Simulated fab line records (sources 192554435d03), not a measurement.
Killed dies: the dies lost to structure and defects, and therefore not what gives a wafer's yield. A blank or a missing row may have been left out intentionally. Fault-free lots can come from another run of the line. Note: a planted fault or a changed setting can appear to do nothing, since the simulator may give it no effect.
Matching of chambers -- flow n5-finfet -- N5_BEOL_M0_SAQP_ETCH_102 on rie-si-04: 4 sister chambers
The step etches SiO2 in CF4, target depth 4 nm, time 4.4 s. 18 wafers are shown with their chamber, then 9 later ones without.

== EACH WAFER AND ITS CHAMBER ==
wafer,chamber,drypump-motor-current-A (A),throttle-valve-pct (%),oes-product-au (a.u.)
L075.3,1,5.5,21.87,1.002
L075.5,1,5.6,21.88,1.011
L075.6,0,5.6,21.77,0.978
L078.1,1,5.5,21.88,1.016
L078.4,0,5.6,21.79,0.984
L078.5,2,5.7,21.78,0.978
L077.1,2,5.7,21.78,0.978
L077.5,0,5.6,21.77,0.983
L077.6,1,5.6,21.87,1.017
L081.1,1,5.5,21.87,1.007
L081.2,2,5.7,21.79,0.972
L081.5,2,5.7,21.76,0.968
L082.2,0,5.6,21.76,0.981
L082.4,2,5.7,21.79,0.984
L082.5,1,5.5,21.87,1.007
L086.1,2,5.7,21.79,0.963
L086.3,3,6.4,21.60,0.997
L086.4,1,5.5,21.86,1.015

SIGNATURES (means of the wafers above)
reading,chamber 0,chamber 1,chamber 2,chamber 3,scatter within a chamber
drypump-motor-current-A,5.600,5.529,5.700,6.400,0.0319
throttle-valve-pct,21.7725,21.8714,21.7817,21.6000,0.0102
oes-product-au,0.98150,1.01071,0.97383,0.99700,0.006
Rule: distance of a wafer from a chamber = root of the sum over the readings of ((wafer's reading minus chamber's mean) / reading's scatter) squared. If the next closest chamber is less than 2 further off than the closest, the wafer can't be placed; otherwise it belongs to the closest. The scatter: take each reading less its chamber's mean, square it, sum over the shown wafers, divide by the number of wafers less the number of chambers, and take the root.

== WAFERS WITH NO CHAMBER GIVEN ==
wafer,drypump-motor-current-A (A),throttle-valve-pct (%),oes-product-au (a.u.)
L088.1,5.5,21.88,1.008
L088.2,5.6,21.80,0.992
L088.3,5.7,21.79,0.972
L089.1,5.5,21.88,0.994
L089.4,5.7,21.79,0.967
L089.6,5.5,21.86,1.004
L097.2,5.6,21.77,0.976
L097.4,5.6,21.87,0.996
L097.6,5.6,21.87,0.999

== CHAMBER TAKEN BY EACH ==
wafer,from the rows above,in truth
L088.1,1,1
L088.2,can't be placed: 0 or 2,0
L088.3,2,2
L089.1,1,1
L089.4,2,2
L089.6,1,1
L097.2,0,0
L097.4,1,1
L097.6,1,1
8 of 9 placed correctly. Cannot be placed on the basis of these rows: 1; the candidates contain the true chamber in 1. Wrongly placed: 0.
